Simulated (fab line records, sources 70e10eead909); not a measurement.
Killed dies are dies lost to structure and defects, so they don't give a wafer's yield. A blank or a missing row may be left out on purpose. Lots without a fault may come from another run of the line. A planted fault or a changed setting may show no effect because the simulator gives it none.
fab line records | flow nand_harc | part 1 of 2: steps 1 to 24 of 35
record lots=5 wafers=15 last_day=24
route steps=1159 shown P_BONDPAD@355 A_START@389 A_ZERO_WELL@390
lots that met no fault: from a run of the same line without faults
start_h: hours from the record's first day to the start of the lot's first wafer shown | wait_h: hours since the lot's step before | " the same as in the row above | L1.1+2: a row that stands for several wafers | - no value, or no start given | * or withheld: withheld | < > ~ a bound
route shown NAME@n: a module of which the file shows steps, and the number in the route of the first | usual: mean/standard deviation of fault-free wafers | same: alike in all rows | chamber/n: place in a boat | sites: the reading at each site | _std_site: their standard deviation | _edge_site: outer sites' mean less inner sites' | radius_mm: how far each site lies from the wafer's centre | mask NAME#n: copy n | behind: the tool/chamber that last shaped the wafer | hold: why the lot was held/for how many hours/how that ended | device: the transistor (n, p or np) that didn't switch | end of line: the same wafers' tests at the end of the route | a step without rows: its recipe alone | killed: dies lost to structure and defects at the first sort, not the wafer's yield | map: a wafer's dies, x killed, . not, _ none there
set.NAME: the setting as run; set.NAME@STEP: as run at that earlier step | model.NAME: the simulator's own value behind a step, which no gauge read
lots at some steps of the route; a table a step, a row a wafer
services: from which hour (start_h, from the record's first day; less than 0 if before it) a tool's chamber was out of use, for how many hours, and why
## steps
# step NHARC_P_BONDPAD_DEHYDRATE_01
# recipe temp_c=150 time_s=120
# usual heater_power_total_W=182.3/1.2
# same time_s=120
# columns lot.wafer tool chamber start_h wait_h heater_power_total_W
L075.2 litho_track-07 0 140.38 0.1 182.5
L075.4 " 0 " " 183.1
L075.5 " 0 " " 183.9
L078.2 litho_track-03 0 153.62 0.1 182.0
L078.3 " 0 " " 181.0
L078.6 " 0 " " 183.5
L082.2 litho_track-03 0 182.44 0.1 181.0
L082.3 " 0 " " 183.8
L082.6 " 0 " " 180.8
L093.1 litho_track-03 0 242.06 0.1 183.3
L093.2 " 0 " " 184.0
L093.5 " 0 " " 184.4
L096.3 litho_track-03 0 256.11 0.1 181.3
L096.4 " 0 " " 181.9
L096.6 " 0 " " 183.0
# step NHARC_P_BONDPAD_HMDS_02
# recipe time_s=30
# same time_s=30
# columns lot.wafer tool chamber start_h wait_h
L075.2+4+5 litho_track-07 0 - -
L078.2+3+6 litho_track-03 0 - -
L082.2+3+6 litho_track-03 0 - -
L093.1+2+5 litho_track-03 0 - -
L096.3+4+6 litho_track-03 0 - -
# step NHARC_P_BONDPAD_COAT_36
# recipe temp_c=200 time_s=65
# usual heater_power_total_W=386.1/1.2
# same time_s=65
# columns lot.wafer tool chamber start_h wait_h heater_power_total_W
L075.2 litho_track-07 0 - - 384.3
L075.4 " 0 " " 387.1
L075.5 " 0 " " 387.0
L078.2 litho_track-03 0 - - 385.2
L078.3 " 0 " " 386.6
L078.6 " 0 " " 384.7
L082.2 litho_track-03 0 - - 387.3
L082.3 " 0 " " 385.8
L082.6 " 0 " " 385.7
L093.1 litho_track-03 0 - - 388.1
L093.2 " 0 " " 387.7
L093.5 " 0 " " 387.0
L096.3 litho_track-03 0 - - 385.0
L096.4 " 0 " " 384.4
L096.6 " 0 " " 387.9
# step NHARC_P_BONDPAD_COAT_03
# recipe spin_rpm=2000 resist_thk_nm=600
# usual spin_speed_rpm=2000.1/1.7
# columns lot.wafer tool chamber start_h wait_h spin_speed_rpm
L075.2 litho_track-07 0 - - 2001.9
L075.4 " 0 " " 2000.4
L075.5 " 0 " " 2001.8
L078.2 litho_track-03 0 - - 1998.2
L078.3 " 0 " " 1997.0
L078.6 " 0 " " 1998.5
L082.2 litho_track-03 0 - - 2001.4
L082.3 " 0 " " 1998.4
L082.6 " 0 " " 2002.4
L093.1 litho_track-03 0 - - 1997.1
L093.2 " 0 " " 1997.9
L093.5 " 0 " " 1999.0
L096.3 litho_track-03 0 - - 1997.7
L096.4 " 0 " " 1999.7
L096.6 " 0 " " 2001.7
# step NHARC_P_BONDPAD_SOFTBAKE_04
# recipe temp_c=125 time_s=70
# usual heater_power_total_W=200.9/1.3
# same time_s=70
# columns lot.wafer tool chamber start_h wait_h heater_power_total_W
L075.2 litho_track-07 0 - - 201.5
L075.4 " 0 " " 198.8
L075.5 " 0 " " 201.0
L078.2 litho_track-03 0 - - 202.1
L078.3 " 0 " " 202.3
L078.6 " 0 " " 202.7
L082.2 litho_track-03 0 - - 200.4
L082.3 " 0 " " 201.3
L082.6 " 0 " " 202.5
L093.1 litho_track-03 0 - - 202.7
L093.2 " 0 " " 199.0
L093.5 " 0 " " 198.7
L096.3 litho_track-03 0 - - 199.9
L096.4 " 0 " " 199.7
L096.6 " 0 " " 200.4
# step NHARC_P_BONDPAD_EBR_05
# columns lot.wafer tool chamber start_h wait_h
L075.2+4+5 litho_track-07 0 - -
L078.2+3+6 litho_track-03 0 - -
L082.2+3+6 litho_track-03 0 - -
L093.1+2+5 litho_track-03 0 - -
L096.3+4+6 litho_track-03 0 - -
# step NHARC_P_BONDPAD_EXPOSE_06
# recipe na=0.55 dose_mj=37.06 mask_id=P_BPAD
# columns lot.wafer tool chamber start_h wait_h mask
L075.2+4+5 krf_scanner-04 0 140.68 - P_BPAD#0
L078.2+3+6 krf_scanner-04 0 153.92 - P_BPAD#0
L082.2+3+6 krf_scanner-04 0 182.73 - P_BPAD#0
L093.1+2+5 krf_scanner-01 0 242.35 - P_BPAD#0
L096.3+4+6 krf_scanner-04 0 256.41 - P_BPAD#0
# step NHARC_P_BONDPAD_PEB_07
# recipe peb_temp_c=128 peb_time_s=80
# usual heater_power_total_W=189.8/0.77
# columns lot.wafer tool chamber start_h wait_h heater_power_total_W
L075.2 litho_track-03 0 140.74 0.1 189.5
L075.4 " 0 " " 188.6
L075.5 " 0 " " 189.7
L078.2 litho_track-07 0 153.98 0.1 188.5
L078.3 " 0 " " 189.8
L078.6 " 0 " " 190.0
L082.2 litho_track-03 0 182.80 0.1 190.9
L082.3 " 0 " " 189.4
L082.6 " 0 " " 188.7
L093.1 litho_track-03 0 242.41 0.1 190.3
L093.2 " 0 " " 188.6
L093.5 " 0 " " 189.2
L096.3 litho_track-03 0 256.46 0.1 189.2
L096.4 " 0 " " 188.6
L096.6 " 0 " " 190.6
# step NHARC_P_BONDPAD_DEVELOP_08
# recipe time_s=50 dev_temp_c=22
# same time_s=50
# columns lot.wafer tool chamber start_h wait_h
L075.2+4+5 litho_track-03 0 - -
L078.2+3+6 litho_track-07 0 - -
L082.2+3+6 litho_track-03 0 - -
L093.1+2+5 litho_track-03 0 - -
L096.3+4+6 litho_track-03 0 - -
# step NHARC_P_BONDPAD_CD_MEAS_09
# recipe target_cd_nm=500 landing_energy_ev=500
# usual cd_nm=501.2/2.4
# same landing_energy_ev=500
# columns lot.wafer tool chamber start_h wait_h cd_nm
L075.2 cd_sem-03 0 140.83 - 503.8
L075.4 " 0 " " 499.8
L075.5 " 0 " " 501.0
L078.2 cd_sem-02 0 154.07 - 501.9
L078.3 " 0 " " 501.9
L078.6 " 0 " " 503.2
L082.2 cd_sem-02 0 182.88 - 502.5
L082.3 " 0 " " 499.7
L082.6 " 0 " " 502.2
L093.1 cd_sem-03 0 242.50 - 504.1
L093.2 " 0 " " 499.9
L093.5 " 0 " " 499.0
L096.3 cd_sem-02 0 256.55 - 499.7
L096.4 " 0 " " 501.4
L096.6 " 0 " " 502.5
# step NHARC_P_BONDPAD_OVL_MEAS_38
# usual overlay_x_nm=-1/5.1 overlay_y_nm=0/6.4
# columns lot.wafer tool chamber start_h wait_h overlay_x_nm overlay_y_nm
L075.2 overlay-02 - 140.91 - -3 -3
L075.4 " - " " -3 -3
L075.5 " - " " -3 -3
L078.2 overlay-02 - 154.15 - 5 5
L078.3 " - " " 5 5
L078.6 " - " " 4 5
L082.2 overlay-02 - 182.97 - -6 6
L082.3 " - " " -7 6
L082.6 " - " " -6 5
L093.1 overlay-01 - 242.59 - 12 7
L093.2 " - " " 12 7
L093.5 " - " " 12 6
L096.3 overlay-01 - 256.64 - -11 -2
L096.4 " - " " -10 -2
L096.6 " - " " -10 -1
# step NHARC_P_BONDPAD_HARDBAKE_10
# recipe temp_c=118 time_s=65
# usual heater_power_total_W=195.7/0.37
# same time_s=65
# columns lot.wafer tool chamber start_h wait_h heater_power_total_W
L075.2 litho_track-02 0 140.96 0.0 196.0
L075.4 " 0 " " 196.1
L075.5 " 0 " " 195.8
L078.2 litho_track-02 0 154.20 0.0 195.2
L078.3 " 0 " " 196.1
L078.6 " 0 " " 196.1
L082.2 litho_track-03 0 183.02 0.0 196.1
L082.3 " 0 " " 195.4
L082.6 " 0 " " 196.1
L093.1 litho_track-03 0 242.63 0.0 195.2
L093.2 " 0 " " 196.2
L093.5 " 0 " " 195.1
L096.3 litho_track-07 0 256.69 0.1 196.1
L096.4 " 0 " " 195.7
L096.6 " 0 " " 195.4
# step NHARC_P_BONDPAD_DESCUM_11
# recipe time_s=3 o2_flow_sccm=200 ar_flow_sccm=0 bias_power_w=0 chemistry=O2
# usual drypump_motor_current_A=6.1/0.34 oes_product_au=1.005/0.0092 rf_vpp_V=57.7/0.9 showerhead_plenum_p_Torr=1.88/0.11 throttle_valve_pct=11.312/0.0094
# same bias_power_w=0 time_s=3
# columns lot.wafer tool chamber start_h wait_h drypump_motor_current_A oes_product_au rf_hours_counter_h rf_vpp_V showerhead_plenum_p_Torr throttle_valve_pct
L075.4 rie_diel-13 0 141.05 - 6.0 1.020 3 56.7 1.78 11.316
L075.2 " 1 " " 6.3 1.009 3 58.0 2.06 11.317
L075.5 " 3 " " 5.9 1.019 - 58.3 1.87 11.312
L078.3 rie_diel-05 0 154.29 - 5.9 1.010 57 57.7 1.81 11.293
L078.2 " 2 " " 6.4 1.010 49 57.3 1.77 11.311
L078.6 " 0 " " 5.9 1.008 - 57.6 1.81 11.321
L082.3 rie_diel-13 0 183.09 - 6.0 1.004 7 58.1 1.78 11.325
L082.2 " 1 " " 6.2 0.998 7 58.9 2.06 11.316
L082.6 " 0 " " 6.1 0.999 - 57.2 1.78 11.323
L093.2 rie_diel-13 2 242.73 - 6.4 1.018 13 57.9 1.80 11.319
L093.1 " 3 " " 5.9 1.016 13 57.8 1.87 11.305
L093.5 " 0 " " 6.0 1.012 - 58.7 1.77 11.314
L096.3 rie_diel-13 0 256.78 - 6.0 1.006 15 57.9 1.77 11.315
L096.4 " 3 " " 5.9 0.998 - 58.2 1.87 11.311
L096.6 " 0 " " 6.0 1.011 - 56.7 1.77 11.298
# step NHARC_P_BONDPAD_ETCH_37
# recipe target_depth_a=600 overetch_a=180 time_s=65.91 ion_energy_ev=200 n2_flow_sccm=150 h2_flow_sccm=150 ar_flow_sccm=0 rf_w=400 bias_w=150 chemistry=N2/H2
# usual drypump_motor_current_A=6.1/0.35 oes_product_au=1.004/0.0082 rf_fwd_power_W=396.1/1.6 rf_vpp_V=429/3.3 showerhead_plenum_p_Torr=2.00/0.12 throttle_valve_pct=14.172/0.0083
# same time_s=65.91
# columns lot.wafer tool chamber start_h wait_h drypump_motor_current_A oes_product_au rf_fwd_power_W rf_hours_counter_h rf_vpp_V showerhead_plenum_p_Torr throttle_valve_pct
L075.4 rie_diel-13 3 141.14 0.1 5.9 1.010 395.8 3 430 2.00 14.168
L075.2 " 0 " " 6.0 1.015 395.4 3 426 1.89 14.166
L075.5 " 2 " " 6.5 1.004 393.5 - 427 1.91 14.163
L078.3 rie_diel-05 2 154.44 0.1 6.3 1.014 395.8 49 426 1.89 14.170
L078.2 " 3 " " 4.8 1.008 395.9 56 429 1.99 14.175
L078.6 " 3 " " 4.8 1.006 396.0 - 430 1.99 14.173
L082.3 rie_diel-13 1 183.19 0.1 6.2 0.994 394.4 7 435 2.20 14.180
L082.2 " 2 " " 6.4 1.004 393.5 7 427 1.91 14.176
L082.6 " 0 " " 6.0 0.996 396.2 - 426 1.89 14.155
L093.1 rie_diel-13 2 242.80 0.1 6.5 1.010 395.5 13 427 1.91 14.175
L093.2 " 3 " " 5.9 0.997 395.2 13 429 1.99 14.178
L093.5 " 2 " " 6.5 1.010 395.6 - 425 1.91 14.160
L096.3 rie_diel-13 3 256.91 0.1 5.9 1.006 395.5 15 429 1.99 14.172
L096.4 " 1 " " 6.2 0.998 396.5 - 434 2.19 14.172
L096.6 " 3 " " 5.9 0.999 396.7 - 428 1.99 14.173
# step NHARC_P_BONDPAD_ETCH_12
# recipe target_depth_a=2000 time_s=100 chf3_flow_sccm=50 o2_flow_sccm=10 ar_flow_sccm=200 rf_w=500 bias_w=200 chemistry=CHF3/O2
# usual drypump_motor_current_A=6.1/0.34 oes_product_au=0.942/0.02 rf_fwd_power_W=496.5/1.8 rf_vpp_V=369.7/2.8 showerhead_plenum_p_Torr=2.36/0.13 throttle_valve_pct=20.572/0.0096
# same time_s=100
# columns lot.wafer tool chamber start_h wait_h drypump_motor_current_A oes_product_au rf_fwd_power_W rf_hours_counter_h rf_vpp_V showerhead_plenum_p_Torr throttle_valve_pct
L075.2 rie_diel-13 1 - - 6.2 0.979 497.5 3 374.2 2.57 20.576
L075.4 " 2 " " 6.5 0.987 490.4 3 367.8 2.27 20.564
L075.5 " 1 " " 6.2 0.977 497.7 - 373.8 2.57 20.562
L078.2 rie_diel-05 2 - - 6.3 0.958 497.1 50 367.0 2.23 20.574
L078.3 " 0 " " 5.8 0.937 496.8 58 368.0 2.27 20.569
L078.6 " 2 " " 6.3 0.949 495.8 - 367.3 2.23 20.562
L082.3 rie_diel-13 3 - - 5.9 0.940 496.6 6 369.1 2.35 20.565
L082.2 " 0 " " 6.0 0.929 496.8 7 367.8 2.24 20.574
L082.6 " 2 " " 6.5 0.933 494.3 - 366.9 2.26 20.572
L093.1 rie_diel-13 0 - - 6.0 0.933 495.9 14 366.2 2.24 20.585
L093.2 " 1 " " 6.2 0.927 498.4 14 374.3 2.57 20.574
L093.5 " 1 " " 6.2 0.918 497.9 - 374.1 2.57 20.566
L096.3 rie_diel-13 0 - - 6.0 0.936 497.3 15 367.2 2.24 20.576
L096.4 " 0 " " 6.0 0.934 496.4 - 367.9 2.23 20.574
L096.6 " 1 " " 6.3 0.931 498.1 - 373.7 2.57 20.561
# step NHARC_P_BONDPAD_CD_MEAS_13
# usual cd_nm=500.3/2.7
# columns lot.wafer tool chamber start_h wait_h cd_nm
L075.2 cd_sem-03 - 141.35 - 502.3
L075.4 " - " " 501.2
L075.5 " - " " 501.1
L078.2 cd_sem-02 - 154.73 - 499.3
L078.3 " - " " 502.6
L078.6 " - " " 501.8
L082.2 cd_sem-01 - 183.41 - 500.0
L082.3 " - " " 499.3
L082.6 " - " " 502.6
L093.1 cd_sem-01 - 243.02 - 502.3
L093.2 " - " " 500.1
L093.5 " - " " 498.7
L096.3 cd_sem-01 - 257.16 - 500.4
L096.4 " - " " 499.9
L096.6 " - " " 503.5
# step NHARC_P_BONDPAD_STRIP_15
# recipe o2_flow_sccm=500 ar_flow_sccm=0 bias_w=0 chemistry=O2
# usual drypump_motor_current_A=6.12/0.28 oes_product_au=1.005/0.0092 rf_vpp_V=57.6/0.83 showerhead_plenum_p_Torr=3.48/0.19 throttle_valve_pct=17.035/0.0087
# columns lot.wafer tool chamber start_h wait_h drypump_motor_current_A oes_product_au rf_hours_counter_h rf_vpp_V showerhead_plenum_p_Torr throttle_valve_pct
L075.4 rie_diel-13 3 141.43 0.1 5.92 1.016 3 58.6 3.46 17.041
L075.2 " 2 " " 6.44 1.011 3 57.2 3.33 17.036
L075.5 " 0 " " 6.05 1.016 - 57.8 3.30 17.025
L078.2 rie_diel-13 2 154.85 0.1 6.47 1.015 4 55.8 3.33 17.029
L078.3 " 3 " " 5.90 1.020 4 56.4 3.46 17.041
L078.6 " 2 " " 6.44 1.017 - 57.6 3.33 17.032
L082.3 rie_diel-13 1 183.52 0.1 6.26 1.001 7 59.1 3.77 17.051
L082.2 " 3 " " 5.86 1.006 7 57.4 3.46 17.043
L082.6 " 1 " " 6.25 0.996 - 57.3 3.77 17.031
L093.2 rie_diel-13 0 243.10 0.1 6.04 1.003 14 58.0 3.29 17.046
L093.1 " 1 " " 6.25 0.996 14 59.8 3.77 17.043
L093.5 " 0 " " 6.04 1.005 - 56.8 3.29 17.026
L096.3 rie_diel-13 0 257.27 0.1 6.03 0.999 15 56.8 3.29 17.034
L096.6 " 3 " " 5.89 0.996 - 56.8 3.45 17.031
L096.4 " 0 " " 6.04 1.002 - 58.6 3.29 17.043
# step NHARC_P_BONDPAD_ETCH_24
# recipe target_depth_a=300 over_etch_frac=0.3 time_s=72.99 ion_energy_ev=150 cf4_flow_sccm=50 n2_flow_sccm=100 ar_flow_sccm=150 rf_w=300 bias_w=100 chemistry=CF4/N2
# usual drypump_motor_current_A=6.1/0.31 oes_product_au=1.008/0.0097 rf_fwd_power_W=297.2/1.2 rf_vpp_V=313.3/2.6 showerhead_plenum_p_Torr=2.58/0.14 throttle_valve_pct=19.794/0.0091
# same time_s=72.99
# columns lot.wafer tool chamber start_h wait_h drypump_motor_current_A oes_product_au rf_fwd_power_W rf_hours_counter_h rf_vpp_V showerhead_plenum_p_Torr throttle_valve_pct
L075.2 rie_diel-13 0 - - 6.0 1.006 296.2 3 311.8 2.45 19.790
L075.4 " 1 " " 6.2 1.001 298.2 3 317.6 2.81 19.811
L075.5 " 3 " " 5.8 1.017 297.4 - 313.4 2.57 19.789
L078.2 rie_diel-13 2 - - 6.5 1.009 295.7 4 312.0 2.48 19.790
L078.3 " 1 " " 6.2 0.998 298.6 5 316.7 2.81 19.788
L078.6 " 2 " " 6.4 1.007 295.9 - 312.3 2.48 19.787
L082.2 rie_diel-13 3 - - 5.9 1.003 298.2 7 314.0 2.57 19.805
L082.3 " 1 " " 6.2 0.982 299.3 7 316.5 2.81 19.804
L082.6 " 3 " " 5.9 1.000 297.7 - 312.9 2.57 19.788
L093.1 rie_diel-13 0 - - 6.0 1.003 296.8 14 310.8 2.44 19.805
L093.2 " 1 " " 6.2 0.991 296.9 14 317.9 2.81 19.805
L093.5 " 2 " " 6.5 1.010 296.0 - 311.8 2.47 19.808
L096.3 rie_diel-13 0 257.41 0.1 6.0 1.007 298.3 15 310.9 2.44 19.786
L096.4 " 1 " " 6.2 0.997 297.2 - 316.6 2.81 19.783
L096.6 " 3 " " 5.9 1.004 296.7 - 312.5 2.57 19.766
# step NHARC_P_BONDPAD_STRIP_16
# recipe time_s=600 temp_c=30 chemistry=post_etch_residue_remover
# same time_s=600
# columns lot.wafer tool chamber start_h wait_h
L075.5+2+4 wet_bench-10 3,4,7 141.71 -
L078.6+3+2 wet_bench-10 2,3,6 155.11 -
L082.6+2+3 wet_bench-10 1,3,4 183.78 -
L093.1+5+2 wet_bench-08 3,5,7 243.39 -
L096.3+4+6 wet_bench-10 7,1,2 257.58 -
# step NHARC_P_BONDPAD_DEGAS_25
# recipe temp_c=300 time_s=60
# usual heater_power_w=433/48
# same time_s=60
# columns lot.wafer tool chamber start_h wait_h heater_power_w
L075.4 pvd_sputter-02 - 141.98 - 420
L075.2 " - " " 411
L075.5 " - " " 401
L078.2 pvd_sputter-02 - 155.40 - 420
L078.3 " - " " 422
L078.6 " - " " 403
L082.3 pvd_sputter-02 - 184.05 - 477
L082.2 " - " " 394
L082.6 " - " " 465
L093.2 pvd_sputter-03 - 243.65 - 453
L093.1 " - " " 451
L093.5 " - " " 457
L096.3 pvd_sputter-02 - 257.89 - 393
L096.4 " - " " 396
L096.6 " - " " 447
# step NHARC_P_BONDPAD_PRE_CLEAN_26
# recipe time_s=30 temp_c=280 gas=H2/He
# usual heater_power_w=379/42
# same time_s=30
# columns lot.wafer tool chamber start_h wait_h heater_power_w
L075.4 pvd_sputter-02 - - - 406
L075.2 " - " " 365
L075.5 " - " " 364
L078.3 pvd_sputter-02 - - - 361
L078.2 " - " " 377
L078.6 " - " " 420
L082.3 pvd_sputter-02 - - - 341
L082.2 " - " " 365
L082.6 " - " " 344
L093.2 pvd_sputter-03 - - - 394
L093.1 " - " " 360
L093.5 " - " " 392
L096.4 pvd_sputter-02 - - - 350
L096.3 " - " " 409
L096.6 " - " " 351
# step NHARC_P_BONDPAD_PVD_17
# recipe target_thk_a=50 bias_v=168.6 power_w=15000 chamber_pressure_pa=0.12 time_s=8.06 substrate_temp_c=50 material=TaN
# usual throttle_valve_pct=29.8/1.2
# same time_s=8.06
# columns lot.wafer tool chamber start_h wait_h throttle_valve_pct
L075.4 pvd_sputter-02 - - - 29.2
L075.2 " - " " 30.2
L075.5 " - " " 29.2
L078.3 pvd_sputter-02 - - - 30.4
L078.2 " - " " 27.4
L078.6 " - " " 30.3
L082.3 pvd_sputter-02 - - - 29.2
L082.2 " - " " 30.3
L082.6 " - " " 27.5
L093.2 pvd_sputter-03 - - - 28.6
L093.1 " - " " 30.3
L093.5 " - " " 28.5
L096.4 pvd_sputter-02 - - - 28.5
L096.3 " - " " 31.0
L096.6 " - " " 28.8
# step NHARC_P_BONDPAD_PVD_27
# recipe target_thk_a=300 chamber_pressure_pa=5 power_w=5000 substrate_temp_c=30 time_s=20.49 material=Cu
# usual throttle_valve_pct=29.9/1.1
# same time_s=20.49
# columns lot.wafer tool chamber start_h wait_h throttle_valve_pct
L075.4 pvd_sputter-02 - - - 29.1
L075.2 " - " " 29.6
L075.5 " - " " 30.4
L078.3 pvd_sputter-02 - - - 27.4
L078.2 " - " " 30.4
L078.6 " - " " 27.5
L082.3 pvd_sputter-02 - - - 29.1
L082.2 " - " " 30.4
L082.6 " - " " 30.5
L093.2 pvd_sputter-03 - - - 31.0
L093.1 " - " " 28.4
L093.5 " - " " 29.9
L096.3 pvd_sputter-02 - - - 28.5
L096.4 " - " " 28.8
L096.6 " - " " 30.9
# step NHARC_P_BONDPAD_ECD_18
# recipe target_thk_a=4000 bath_temp_c=25 material=Cu
# columns lot.wafer tool chamber start_h wait_h
L075.2+4+5 ecd_cu-02 0,1,0 142.45 -
L078.2+3+6 ecd_cu-02 1,1,0 155.91 -
L082.2+3+6 ecd_cu-01 0,0,1 184.83 -
L093.2+1+5 ecd_cu-01 0,1,0 244.01 -
L096.4+3+6 ecd_cu-02 0,1,0 258.34 -
